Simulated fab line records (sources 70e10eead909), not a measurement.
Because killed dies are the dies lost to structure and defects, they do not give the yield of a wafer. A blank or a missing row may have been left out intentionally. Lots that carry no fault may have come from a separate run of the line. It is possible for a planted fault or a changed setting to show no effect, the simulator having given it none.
Matching of chambers :: flow nand_harc :: NHARC_A_STAIRCASE_TRIM_20 on rie_diel-13: 4 sister chambers
The step chemistry O2, time 211.2 s. 4 wafers are shown with their chamber, then 11 later ones without.

## WAFERS WITH THEIR CHAMBER
wafer: L086.6
chamber: 3
drypump_motor_current_A (A): 5.9

wafer: L088.3
chamber: 1
drypump_motor_current_A (A): 5.9

wafer: L088.6
chamber: 0
drypump_motor_current_A (A): 5.3

wafer: L090.2
chamber: 2
drypump_motor_current_A (A): 5.6

## WAFERS WITHOUT THEIR CHAMBER
wafer: L090.3
drypump_motor_current_A (A): 5.9

wafer: L090.6
drypump_motor_current_A (A): 5.9

wafer: L093.1
drypump_motor_current_A (A): 5.6

wafer: L093.5
drypump_motor_current_A (A): 5.5

wafer: L093.6
drypump_motor_current_A (A): 5.9

wafer: L091.3
drypump_motor_current_A (A): 5.9

wafer: L091.4
drypump_motor_current_A (A): 5.9

wafer: L091.5
drypump_motor_current_A (A): 5.9

wafer: L096.2
drypump_motor_current_A (A): 5.5

wafer: L096.3
drypump_motor_current_A (A): 5.9

wafer: L096.4
drypump_motor_current_A (A): 5.3

## WHICH CHAMBER EACH WENT THROUGH
wafer: L090.3
from the rows above: can't be placed: 1 or 3
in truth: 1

wafer: L090.6
from the rows above: can't be placed: 1 or 3
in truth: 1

wafer: L093.1
from the rows above: 2
in truth: 2

wafer: L093.5
from the rows above: 2
in truth: 2

wafer: L093.6
from the rows above: can't be placed: 1 or 3
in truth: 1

wafer: L091.3
from the rows above: can't be placed: 1 or 3
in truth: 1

wafer: L091.4
from the rows above: can't be placed: 1 or 3
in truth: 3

wafer: L091.5
from the rows above: can't be placed: 1 or 3
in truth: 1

wafer: L096.2
from the rows above: 2
in truth: 2

wafer: L096.3
from the rows above: can't be placed: 1 or 3
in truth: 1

wafer: L096.4
from the rows above: 0
in truth: 0
Correct placement for 4 of the 11. Cannot be placed on the basis of these rows: 7; the candidates contain the true chamber in 7. Placed wrongly: 0.
How it was worked out, from the rows above alone: a wafer's distance from a chamber is the root of the sum, over the readings, of the square of ((its reading less the chamber's mean) divided by the reading's scatter). If the next closest chamber is less than 2 further off than the closest, the wafer can't be placed; otherwise it belongs to the closest. Each chamber's mean is taken over the wafers shown for it. The scatter: root of mean squared gap, hidden wafer to nearest shown wafer, with one shown wafer a chamber.
